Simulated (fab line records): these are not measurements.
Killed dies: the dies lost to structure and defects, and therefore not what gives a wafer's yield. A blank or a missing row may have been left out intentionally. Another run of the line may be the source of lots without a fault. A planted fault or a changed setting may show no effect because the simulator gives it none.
Chamber matching	flow n5-finfet	N5_BEOL_M5_PRE_CLEAN_77 on cvd-co-02 has 3 sister chambers
The step time 15 s. 6 wafers are shown with their chamber, then 9 later ones without.

## WAFERS, EACH WITH ITS CHAMBER
wafer	chamber	heater-power-w (W)
L082.4	0	81
L085.4	0	81
L085.6	1	30
L090.2	2	102
L090.3	1	30
L090.5	2	104

## WAFERS WHOSE CHAMBER IS MISSING
wafer	heater-power-w (W)
L091.3	106
L091.4	83
L091.6	31
L093.2	103
L093.5	102
L093.6	30
L095.1	83
L095.2	31
L095.3	103

## THE CHAMBER EACH PASSED THROUGH
wafer	from the rows above	in truth
L091.3	2	2
L091.4	0	0
L091.6	1	1
L093.2	2	2
L093.5	2	2
L093.6	1	1
L095.1	0	0
L095.2	1	1
L095.3	2	2
Correctly placed: 9 of 9. Not placeable from these rows: 0. Placed wrongly: 0.
How it was worked out, from the rows above alone: a wafer's distance from a chamber is the root of the sum, over the readings, of the square of ((its reading less the chamber's mean) divided by the reading's scatter). The wafer belongs to the nearest chamber; if the next one is less than 2 further off, it can't be placed. For every chamber, the mean is computed from those of its wafers that are shown. How the scatter is found: for the shown wafers, subtract from each reading the mean of its chamber, square and add these, divide the total by (wafers less chambers), then take the root.
